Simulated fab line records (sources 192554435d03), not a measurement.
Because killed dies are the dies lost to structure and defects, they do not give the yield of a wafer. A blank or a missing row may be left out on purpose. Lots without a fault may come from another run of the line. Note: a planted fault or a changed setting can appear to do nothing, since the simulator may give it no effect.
Matching of chambers ; flow n5Finfet ; N5_BEOL_M0_SAQP_STRIP_75 on rieDiel-02 has 4 sister chambers
The step strips in CF4. 8 wafers are shown with their chamber, then 8 later ones without.

== WAFERS WITH THEIR CHAMBER ==
wafer;chamber;drypumpMotorCurrentA (A);showerheadPlenumPTorr (Torr)
L075.5;3;5.3;1.77
L077.3;2;6.1;1.77
L082.1;2;6.1;1.77
L082.2;3;5.2;1.76
L082.3;0;6.3;1.87
L088.5;0;6.3;1.87
L088.6;1;6.6;1.82
L089.1;1;6.6;1.82

== WAFERS WITH NO CHAMBER GIVEN ==
wafer;drypumpMotorCurrentA (A);showerheadPlenumPTorr (Torr)
L089.4;5.3;1.76
L089.6;6.6;1.82
L094.1;6.1;1.77
L094.5;6.1;1.77
L094.6;6.6;1.81
L096.2;6.0;1.77
L096.4;5.2;1.75
L096.6;6.6;1.81

== THE CHAMBER EACH PASSED THROUGH ==
wafer;from the rows above;in truth
L089.4;3;3
L089.6;1;1
L094.1;2;2
L094.5;2;2
L094.6;1;1
L096.2;2;2
L096.4;3;3
L096.6;1;1
Correctly placed: 8 of 8. Number that these rows cannot place: 0. Number placed wrongly: 0.
How it was worked out, from the rows above alone: a wafer's distance from a chamber is the root of the sum, over the readings, of the square of ((its reading less the chamber's mean) divided by the reading's scatter). The wafer belongs to the nearest chamber; if the next one is less than 2 further off, it can't be placed. For every chamber, the mean is computed from those of its wafers that are shown. The scatter: take each reading less its chamber's mean, square it, sum over the shown wafers, divide by the number of wafers less the number of chambers, and take the root.
